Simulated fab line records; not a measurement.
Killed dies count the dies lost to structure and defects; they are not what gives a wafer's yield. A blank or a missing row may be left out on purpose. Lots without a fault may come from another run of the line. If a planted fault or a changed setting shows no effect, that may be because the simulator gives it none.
Matching of chambers	flow nand harc	4 sister chambers for NHARC_A_SGD_CUT_CMP_21 on cmp-01
The step polishes, target thk 148.19 nm. 4 wafers are shown with their chamber, then 11 later ones without.

## WAFERS, EACH WITH ITS CHAMBER
wafer	chamber	motor current A (A)
L083.2	0	12.5
L086.3	3	13.6
L086.5	1	12.3
L090.4	2	12.8

## WAFERS MISSING THEIR CHAMBER
wafer	motor current A (A)
L090.5	13.0
L090.6	12.2
L091.1	14.2
L091.3	12.5
L091.5	11.6
L096.2	13.0
L096.4	13.4
L096.5	13.8
L097.1	12.8
L097.2	14.2
L097.5	13.6

## EACH ONE'S CHAMBER
wafer	from the rows above	in truth
L090.5	can't be placed: 2 or 0 or 3 or 1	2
L090.6	can't be placed: 1 or 0 or 2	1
L091.1	3	3
L091.3	can't be placed: 0 or 1 or 2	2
L091.5	can't be placed: 1 or 0 or 2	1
L096.2	can't be placed: 2 or 0 or 3 or 1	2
L096.4	can't be placed: 3 or 2 or 0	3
L096.5	3	3
L097.1	can't be placed: 2 or 0 or 1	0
L097.2	3	3
L097.5	3	3
Correctly placed: 4 of 11. From these rows, 7 cannot be placed; in 7 the true chamber is one of the candidates. Placed wrongly: 0.
How it was worked out, from the rows above alone: a wafer's distance from a chamber is the root of the sum, over the readings, of the square of ((its reading less the chamber's mean) divided by the reading's scatter). The wafer belongs to the nearest chamber; if the next one is less than 2 further off, it can't be placed. A chamber's mean is the mean of its shown wafers. The scatter: root of mean squared gap, hidden wafer to nearest shown wafer, with one shown wafer a chamber.
